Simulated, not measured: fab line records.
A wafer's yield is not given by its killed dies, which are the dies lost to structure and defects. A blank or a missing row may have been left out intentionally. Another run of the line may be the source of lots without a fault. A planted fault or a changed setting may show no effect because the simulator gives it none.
One fault through the eyes of 2 desks -- flow n5 finfet -- what lay behind the numbers comes last; until then each desk has only its own

## METROLOGY DESK
What the gauges read, lot by lot, whatever tool the lot ran on: means of the sampled wafers that have a number. Any lot whose mean is over 4 standard deviations away from the usual mean is out of limits and marked OUT; that distance is given in the brackets. Readings shown: 7 of its 10, picked as those furthest out on some lot.
Columns: A = DIBL_P at N5_BEOL_M4_RC_MEAS_101, usual 36.3 mV/V; B = IOFF_N at N5_BEOL_M4_RC_MEAS_101, usual 0.16 nA/um; C = IOFF_P at N5_BEOL_M4_RC_MEAS_101, usual 0.21 nA/um; D = ION_N at N5_BEOL_M4_RC_MEAS_101, usual 673 uA/um; E = ION_P at N5_BEOL_M4_RC_MEAS_101, usual 461 uA/um; F = SS_N at N5_BEOL_M4_RC_MEAS_101, usual 71.5 mV/dec; G = VT_N at N5_BEOL_M4_RC_MEAS_101, usual 250 mV
lot,first seen here,A,B,C,D,E,F,G
L532,day 7 16:28,34.8,0.14,0.18,658,454,71.2,254
L531,day 8 01:49,36.0,0.17,0.21,673,456,71.6,249
L533,day 8 09:55,34.1,0.14,0.19,656,452,71.0,252
L535,day 9 01:31,39.9,0.25,0.25,686,461,72.6,242
L536,day 9 13:10,37.1,0.18,0.23,681,462,71.9,249
L539,day 9 18:35,38.9,0.16,0.24,666,464,71.8,251
L545,day 11 09:02,35.3,0.14,0.20,667,459,71.1,252
L549,day 12 18:25,36.3,0.16,0.20,673,459,71.5,251
L551,day 12 23:26,37.3,0.18,0.23,685,469,71.5,249
L554,day 13 08:58,37.3,0.17,0.20,675,458,71.6,250
This desk found nothing out of limits on any of the 10 lots.

## TOOL OWNER'S DESK, litho track-02
The tool's own readings at N5_BEOL_M1_COAT_73 (time 60 s, resist thk 5 nm): means of the sampled wafers that have a number, for each lot that ran on this tool. Any lot whose mean is over 4 standard deviations away from the usual mean is out of limits and marked OUT; that distance is given in the brackets.
Columns: A = heater power total W at N5_BEOL_M1_COAT_73, usual 391.7 W; B = spin speed rpm at N5_BEOL_M1_COAT_73, usual 1500.0 rpm
lot,first seen here,A,B
L532,day 6 04:23,391.1,1500.0
L533,day 6 11:49,390.5,1499.9
L536,day 7 09:02,392.9,1433.3 (-61) OUT
L539,day 8 03:22,390.9,1433.6 (-60) OUT
L551,day 10 22:52,393.2,1500.4
L554,day 11 19:23,390.8,1499.6
This desk finds L536, L539 out of limits, L536 being first, at day 7 09:02 (spin speed rpm at N5_BEOL_M1_COAT_73). L532, L533, L551, L554: within limits.

## BROUGHT TOGETHER
An alarm could have come from the tool owner's desk at day 7 09:02, on L536, L539.
Nothing out of limits was seen by the metrology desk.
The metrology desk holds a record of L536, L539, inside its limits.
The lots listed all ran N5_BEOL_M1_COAT_73 on litho track-02.

## WHAT WAS PUT IN BY THE SIMULATOR
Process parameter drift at N5_BEOL_M1_COAT_73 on litho track-02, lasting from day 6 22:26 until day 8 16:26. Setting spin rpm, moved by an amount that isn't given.
Shown lots that were struck: L536, L539.
How many hours passed from the start of the fault until each desk's first out-of-limits reading: the tool owner's desk, 11.
